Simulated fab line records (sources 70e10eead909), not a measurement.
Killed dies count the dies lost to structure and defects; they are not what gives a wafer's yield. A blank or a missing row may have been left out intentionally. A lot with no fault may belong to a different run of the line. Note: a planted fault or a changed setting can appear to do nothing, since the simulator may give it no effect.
Chamber matching ; flow nand_harc ; NHARC_A_CHANNEL_FILL_D1_ALD_14 on ald_hk-03 has 4 sister chambers
The step deposits SiO2, target thk 2.5 nm, pulse time 10 s, ald cycles 25. 4 wafers are shown with their chamber, then 8 later ones without.

## WAFERS PAIRED WITH THEIR CHAMBERS
wafer;chamber;heater_power_w (W)
L090.1;2;489
L090.3;3;492
L090.4;1;426
L089.1;0;484

## WAFERS WHOSE CHAMBER IS MISSING
wafer;heater_power_w (W)
L089.2;498
L089.3;501
L096.1;479
L096.2;493
L096.3;422
L097.1;440
L097.5;435
L097.6;485

## WHICH CHAMBER EACH ONE RAN IN
wafer;from the rows above;in truth
L089.2;can't be placed: 3 or 2 or 0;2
L089.3;can't be placed: 3 or 2 or 0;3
L096.1;can't be placed: 0 or 2 or 3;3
L096.2;can't be placed: 3 or 2 or 0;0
L096.3;1;1
L097.1;1;1
L097.5;1;1
L097.6;can't be placed: 0 or 2 or 3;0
3 of 8 placed correctly. From these rows, 5 cannot be placed; in 5 the true chamber is one of the candidates. 0 placed wrongly.
How it was worked out, from the rows above alone: a wafer's distance from a chamber is the root of the sum, over the readings, of the square of ((its reading less the chamber's mean) divided by the reading's scatter). The wafer belongs to the nearest chamber; if the next one is less than 2 further off, it can't be placed. For every chamber, the mean is computed from those of its wafers that are shown. The scatter (one wafer shown for each chamber): square how far every hidden wafer sits from the nearest shown wafer, average those squares and take the square root.
